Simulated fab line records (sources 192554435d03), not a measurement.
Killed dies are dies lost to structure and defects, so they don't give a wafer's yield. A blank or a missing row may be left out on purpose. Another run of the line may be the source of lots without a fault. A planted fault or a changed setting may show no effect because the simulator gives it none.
2 desks, one fault | flow n5Finfet | each desk holds nothing but its own numbers, with what lay behind them at the end

== FROM THE METROLOGY DESK ==
What the gauges read for every lot (on any tool): the sampled wafers with a number, averaged. Any lot whose mean is over 4 standard deviations away from the usual mean is out of limits and marked OUT; that distance is given in the brackets. Shown here are 7 of its 10 readings, the ones lying furthest out on some lot.
Columns: A = DIBL_P at N5_BEOL_M4_RC_MEAS_101, usual 36 mV/V; B = IOFF_N at N5_BEOL_M4_RC_MEAS_101, usual 0.16 nA/um; C = IOFF_P at N5_BEOL_M4_RC_MEAS_101, usual 0.21 nA/um; D = ION_N at N5_BEOL_M4_RC_MEAS_101, usual 677 uA/um; E = ION_P at N5_BEOL_M4_RC_MEAS_101, usual 464 uA/um; F = VT_N at N5_BEOL_M4_RC_MEAS_101, usual 250 mV; G = VT_P at N5_BEOL_M4_RC_MEAS_101, usual -251 mV
lot  | first seen here | A  | B    | C    | D   | E   | F   | G
L919 | day 7 20:23     | 38 | 0.18 | 0.29 | 673 | 471 | 248 | -245
L927 | day 10 14:57    | 36 | 0.16 | 0.24 | 666 | 457 | 252 | -250
L928 | day 10 19:35    | 35 | 0.14 | 0.20 | 672 | 466 | 254 | -252
L929 | day 10 22:32    | 36 | 0.16 | 0.20 | 684 | 466 | 248 | -252
L940 | day 14 05:05    | 40 | 0.22 | 0.26 | 695 | 471 | 246 | -247
L941 | day 14 07:03    | 36 | 0.16 | 0.20 | 683 | 466 | 249 | -252
L942 | day 14 07:36    | 34 | 0.12 | 0.13 | 653 | 445 | 254 | -259
Finding of this desk: none of the 7 lots has anything out of limits.

== FOR THE TOOL OWNER'S DESK: rieDiel-02 ==
The tool's own readings at N5_BEOL_M1_ETCH_41 (etches SiCN in CH3F/O2, target depth 31.9 nm, time 57.8 s): means of the sampled wafers that have a number, for each lot that ran on this tool. Any lot whose mean is over 4 standard deviations away from the usual mean is out of limits and marked OUT; that distance is given in the brackets.
Columns: A = drypumpMotorCurrentA at N5_BEOL_M1_ETCH_41, usual 5.8 A; B = oesProductAu at N5_BEOL_M1_ETCH_41, usual 0.77 a.u.; C = rfVppV at N5_BEOL_M1_ETCH_41, usual 297.7 V; D = showerheadPlenumPTorr at N5_BEOL_M1_ETCH_41, usual 2.03 Torr; E = throttleValvePct at N5_BEOL_M1_ETCH_41, usual 16.35 %
lot  | first seen here | A   | B    | C     | D    | E
L927 | day 8 16:55     | 5.8 | 0.81 | 297.1 | 2.00 | 16.25
L928 | day 9 01:59     | 5.8 | 0.80 | 297.9 | 2.00 | 16.25
L929 | day 9 02:28     | 5.8 | 0.76 | 298.8 | 2.01 | 16.39
L941 | day 12 10:44    | 6.2 | 0.82 | 297.7 | 2.07 | 15.99
Finding of this desk: none of the 4 lots has anything out of limits.

== BROUGHT TOGETHER ==
The metrology desk saw nothing out of limits.
The desk of the tool owner found nothing out of limits.

== WHAT THE SIMULATOR PUT IN ==
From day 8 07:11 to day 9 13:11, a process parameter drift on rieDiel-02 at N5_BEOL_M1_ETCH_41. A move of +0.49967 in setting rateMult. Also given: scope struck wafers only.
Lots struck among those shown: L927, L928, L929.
